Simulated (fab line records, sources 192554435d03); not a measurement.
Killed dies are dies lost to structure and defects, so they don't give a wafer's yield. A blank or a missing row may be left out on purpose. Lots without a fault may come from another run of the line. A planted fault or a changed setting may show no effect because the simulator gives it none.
Which tool did it? | flow n5_finfet | 11 lots, 33 wafers sampled, at 3 steps of a route of 1938

WHAT THE GAUGES READ, wafer by wafer
N5_SDB_INSPECT_13: inspects for defects (brightfield).
lot  | measured    | on                | raw_defect_count
L075 | day 3 23:54 | defect_inspect-02 | 44 96 57
L077 | day 4 13:39 | defect_inspect-02 | 118 138 98
L080 | day 5 08:11 | defect_inspect-01 | 38 83 54
L082 | day 5 21:16 | defect_inspect-02 | 93 109 86
L084 | day 6 10:05 | defect_inspect-02 | 60 34 20
L086 | day 6 16:31 | defect_inspect-02 | 103 58 40
L088 | day 7 08:07 | defect_inspect-01 | 53 65 80
L090 | day 7 19:59 | defect_inspect-02 | 64 58 74
L092 | day 8 06:01 | defect_inspect-02 | 39 74 59
L094 | day 8 19:15 | defect_inspect-02 | 64 31 98
L096 | day 9 06:26 | defect_inspect-02 | 43 28 48

WHICH TOOL RAN EACH LOT (tool, then ch and the chambers of the sampled wafers, then the start)
lot  | N5_ILD0_CMP_03               | N5_SDB_HM_DEP_00
L075 | cmp-01 ch 0,3, day 3 19:28   | pecvd-01 ch 1,2, day 3 23:23
L077 | cmp-04 ch 2,3, day 4 09:14   | pecvd-01 ch 0,1,2, day 4 13:08
L080 | cmp-01 ch 0,1,2, day 5 02:04 | pecvd-02 ch 1,2, day 5 07:41
L082 | cmp-01 ch 0,1, day 5 16:44   | pecvd-04 ch 1,2, day 5 20:45
L084 | cmp-01 ch 0,1,2, day 6 05:35 | pecvd-04 ch 0,1, day 6 09:35
L086 | cmp-01 ch 0,1,2, day 6 11:45 | pecvd-04 ch 0,1,2, day 6 16:00
L088 | cmp-01 ch 1,2,3, day 7 03:41 | pecvd-04 ch 0,1,2, day 7 07:35
L090 | cmp-04 ch 0,1, day 7 15:26   | pecvd-02 ch 0,1,2, day 7 19:30
L092 | cmp-02 ch 0,1,2, day 8 01:41 | pecvd-04 ch 0,1,2, day 8 05:32
L094 | cmp-04 ch 0,1,3, day 8 14:39 | pecvd-01 ch 0,1,2, day 8 18:44
L096 | cmp-01 ch 0,3, day 9 02:02   | pecvd-01 ch 0,1,2, day 9 05:56
- N5_ILD0_CMP_03: polishes, stops on SiNx, t overpolish 1.9 s, target thk 197.38 nm.
- N5_SDB_HM_DEP_00: deposits SiNx from SiH4/NH3/N2, target thk 40 nm, time 35.3 s.

THE ANSWER, worked out from the rows above alone
Rule: what is usual is taken from the lots themselves. Put in order of their means at a reading, lots are off if they are a third of the lots or fewer, leave a main group of 4 or more, and stand apart from it by a gap of 3 or more times the standard deviation of the main group's means; of several such gaps the widest counts. A main group whose means are all the same, to the digits that the tables above print for the reading, isn't used. A lot without any number at a reading at which 4 lots or more have one is off too. The other lots that the step has rows for count as sound.
No lot is off at any reading shown: from this, nothing can be told.

WHAT THE SIMULATOR HAD PUT IN
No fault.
